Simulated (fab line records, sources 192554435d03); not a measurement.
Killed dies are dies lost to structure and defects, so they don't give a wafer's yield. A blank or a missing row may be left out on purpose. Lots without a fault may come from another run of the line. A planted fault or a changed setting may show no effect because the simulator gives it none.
A struck lot beside a sound one | flow n5_finfet | 15 steps out of a route of 1938
Sound: wafers L987.1, L987.5, L987.6. Struck: wafer L992.3. (L992.1, L992.6 of the same lot were not struck and are left out.) The cause comes at the end.
At each step with rows: each side's tool, then ch and its chambers, then its first start. Under that, the readings that differ: sound wafers | struck wafers | difference of the means | sigmas: that difference in standard deviations of wafers without a fault.
alike: readings whose means differ by less than 2 such deviations, and words and numbers that are the same on both sides. not compared: withheld readings, readings that some wafer has no value for, bounds like >300 that may hide the same value, and numbers for which the record gives no deviation and whose values overlap.
The two part at a step that has a row with sigmas, a row that says differs or no value, or rows on one side only. Numbers that don't overlap but have no deviation are shown without sigmas and don't part them. A reading that every wafer of one side lacks parts them only if that side has two wafers or more.

first, 7 steps without rows for these wafers: N5_BEOL_M10_COAT_60 (time 60 s, resist thk 30 nm); N5_BEOL_M10_COAT_05 (resist thk 90 nm); N5_BEOL_M10_EBR_07; N5_BEOL_M10_SOFTBAKE_06 (time 60 s); N5_BEOL_M10_EXPOSE_08 (exposes mask M10); N5_BEOL_M10_PEB_09 (peb time 60 s); N5_BEOL_M10_DEVELOP_10 (develop time 30 s).
N5_BEOL_M10_CD_MEAS_11: target cd 64.1 nm.
  sound on cd_sem-01 ch 0, day 10 04:26; struck on cd_sem-02 ch 0, day 11 17:34
  alike: cd_nm
N5_BEOL_M10_OVL_MEAS_12:
  sound on overlay-02 ch 0, day 10 04:28; struck on overlay-02 ch 0, day 11 17:35
  alike: M10_OVL
N5_BEOL_M10_INSPECT_13: inspects for defects (brightfield).
  sound on defect_inspect-01, day 10 04:29; struck on defect_inspect-01, day 11 17:37
  alike: raw_defect_count
N5_BEOL_M10_DESCUM_16: chemistry O2, time 7.9 s.
  sound on rie_diel-04 ch 0,1,3, day 10 04:31; struck on rie_diel-05 ch 0, day 11 17:38
  alike: drypump_motor_current_A, oes_product_au, rf_vpp_V, showerhead_plenum_p_Torr, throttle_valve_pct
  not compared: rf_hours_counter_h
N5_BEOL_M10_ETCH_61: etches SiARC in CF4, target depth 39 nm, time 65 s.
  sound on rie_diel-04 ch 0,1,3, day 10 04:33; struck on rie_diel-05 ch 0, day 11 17:41
  alike: drypump_motor_current_A, etch_rf_on_time_s, oes_product_au, rf_vpp_V, showerhead_plenum_p_Torr, throttle_valve_pct
  not compared: rf_hours_counter_h
N5_BEOL_M10_ETCH_62: etches SOC in N2/H2, target depth 110 nm, overetch 22 nm, time 165 s.
  sound on rie_diel-04 ch 0,1,3, day 10 04:36; struck on rie_diel-05 ch 0, day 11 17:44
  reading                                     | sound          | struck | difference | sigmas
  model.SiARC_of_BEOL_M10_COAT_60.thk_nm (nm) | 23.2 23.4 23.6 | 21     | -2         |
  alike: drypump_motor_current_A, oes_product_au, rf_vpp_V, showerhead_plenum_p_Torr, throttle_valve_pct
  not compared: rf_hours_counter_h
then, 1 step without rows for these wafers: N5_BEOL_M10_STRIP_68 (strips in N2/H2).
-- the record jumps here: 2 days lie between the struck wafers' starts before and after (it left off in module BEOL_M10 and takes up again in module PASSIVATION, whose first step shown is number 1936 of the route) --
N5_PASSIVATION_PROBE_49:
  sound on prober-01, day 12 16:47; struck on prober-01, day 14 04:55
  reading                | sound    | struck | difference | sigmas
  sort_bin_4_leakage (%) | 0 0.17 0 | 0      | +0         | -4
  alike: defect_limited_yield, killed_at_M0_to_M3, killed_at_M4_up, killed_at_contacts, killed_at_front_end, killed_at_other, killed_dies, killed_on_rim, killed_open, killed_short, sort_bin_5_function, sort_bin_6_memory, sort_n_pass, sort_yield_pct

WHERE THEY PART
Only at N5_PASSIVATION_PROBE_49, within this record.

WHY: what the simulator had put in
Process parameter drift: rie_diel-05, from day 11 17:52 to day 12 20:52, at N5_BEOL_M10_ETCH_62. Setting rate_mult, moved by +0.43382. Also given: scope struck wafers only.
